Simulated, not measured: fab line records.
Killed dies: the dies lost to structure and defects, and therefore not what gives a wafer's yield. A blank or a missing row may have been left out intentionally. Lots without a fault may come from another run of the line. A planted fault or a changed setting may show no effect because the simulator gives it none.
Lot-split experiment	flow n5Finfet	7 lots, 21 wafers read, on a route of 1938 steps

== ABOUT THE SPLIT ==
At N5_BEOL_M14_EXPOSE_25 (exposes mask M14, target cd 280 nm), the setting doseMj was moved away from the recipe's 26.6 on 6 of the 21 wafers read, by -5.8% to +6.7%. All remaining wafers had this setting at the recipe value.

== FROM THE SPLIT TO THE READING: what the file shows between them, 2 steps ==
- N5_BEOL_M14_DEVELOP_27: develop time 45 s (also split here: developTimeS)
- N5_BEOL_M14_HARDBAKE_32: time 120 s

== THE READING ==
cdNm (nm) at N5_BEOL_M14_CD_MEAS_28, where the cd target is 284.4 nm. Fault-free wafers of this fab line usually give 285.2 nm, standard deviation 1.6 nm.

wafer	tool, chamber at the split	doseMj as run	against the recipe	cdNm, nm	against lot-mates on the recipe
L074.1	krfScanner-01, 0	26.6	recipe	284.0	-
L074.2	krfScanner-01, 0	26.06	-2.0%	282.3	-2.8
L074.3	krfScanner-01, 0	26.6	recipe	286.3	-
L079.3	krfScanner-01, 0	25.05	-5.8%	274.5	-12.3
L079.5	krfScanner-01, 0	26.6	recipe	287.6	-
L079.6	krfScanner-01, 0	26.6	recipe	286.0	-
L084.1	krfScanner-02, 0	26.6	recipe	284.7	-
L084.2	krfScanner-02, 0	26.6	recipe	286.3	-
L084.5	krfScanner-02, 0	26.6	recipe	284.0	-
L087.3	krfScanner-02, 0	27.68	+4.1%	291.8	+6.6
L087.5	krfScanner-02, 0	26.6	recipe	285.4	-
L087.6	krfScanner-02, 0	26.6	recipe	285.0	-
L088.1	krfScanner-02, 0	28.38	+6.7%	297.0	+12.6
L088.2	krfScanner-02, 0	26.6	recipe	285.7	-
L088.3	krfScanner-02, 0	26.6	recipe	283.0	-
L092.4	krfScanner-02, 0	26.6	recipe	286.3	-
L092.5	krfScanner-02, 0	27.92	+5.0%	295.4	+9.1
L092.6	krfScanner-02, 0	27.92	+5.0%	293.9	+7.6
L095.2	krfScanner-02, 0	26.6	recipe	282.5	-
L095.3	krfScanner-02, 0	26.6	recipe	284.2	-
L095.6	krfScanner-02, 0	26.6	recipe	284.0	-

THE FIT
A straight line over all 21 wafers: cdNm changes by +1.81 nm for each +1% of doseMj; r = +0.97; the points scatter about the line by 1.3 nm.
The same after taking each lot's own level away (the mean of its wafers on the recipe; 21 wafers): +1.84 nm for each +1%; r = +0.98; scatter 0.98 nm.
On that fit, the largest move of doseMj shifts the reading by 12 nm.
From 283.57 to 286.80 nm: that is the span of the lots' own levels, equal to 2.0 times the standard deviation above.
So the lot-to-lot level changes the slope little: the two slopes agree.
Check: +12 nm against its lot-mates is what the line predicts for one of the wafers moved furthest among these (+6.7%) when that wafer is left out of the fit. Against them it came out at +12.6 nm.

== ADDITIONAL SPLITS CARRIED BY THESE WAFERS ==
Note: prior to the reading, these wafers also went through further splits. Each is held against what the fit with the lots' levels taken away leaves over:
other split on the same wafers	wafers away from the commonest value	r with cdNm (lot level and that fit taken away)
N5_BEOL_M8_COAT_64 spinRpm	9	+0.01
N5_BEOL_M9_ILD_DEP_00 timeS	7	+0.42
N5_BEOL_M9_COAT_60 spinRpm	9	-0.09
N5_BEOL_M11_COAT_22 spinRpm	3	-0.21
N5_BEOL_M11_DEP_56 timeS	7	+0.07
N5_BEOL_M12_ETCH_68 timeS	5	-0.03
N5_BEOL_M12_ETCH_38 timeS	7	+0.23
N5_BEOL_M14_DEVELOP_27 developTimeS	4	-0.03

== THE WHOLE CHAIN: every reading that the file lists as answering this split, in the file's order ==
step	what it does	reading	change (the file's fit)	r (the file's)
N5_BEOL_M14_CD_MEAS_28	target cd 284.4 nm	cdNm	+1.86 nm for each +1% of the setting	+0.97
N5_BEOL_M14_DESCUM_33	chemistry O2, time 7.9 s	BEOL_M14.cdNm (the simulator's own value, which no gauge read)	+1.88 nm for each +1% of the setting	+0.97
N5_BEOL_M14_ETCH_67	etches SiARC in CF4, target depth 143 nm, time 238.3 s	BEOL_M14.cdNm (the simulator's own value, which no gauge read)	+1.98 nm for each +1% of the setting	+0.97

== THE FILE'S OWN FIT ==
cdNm changes by +1.86 nm for each +1% of doseMj, r = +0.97.
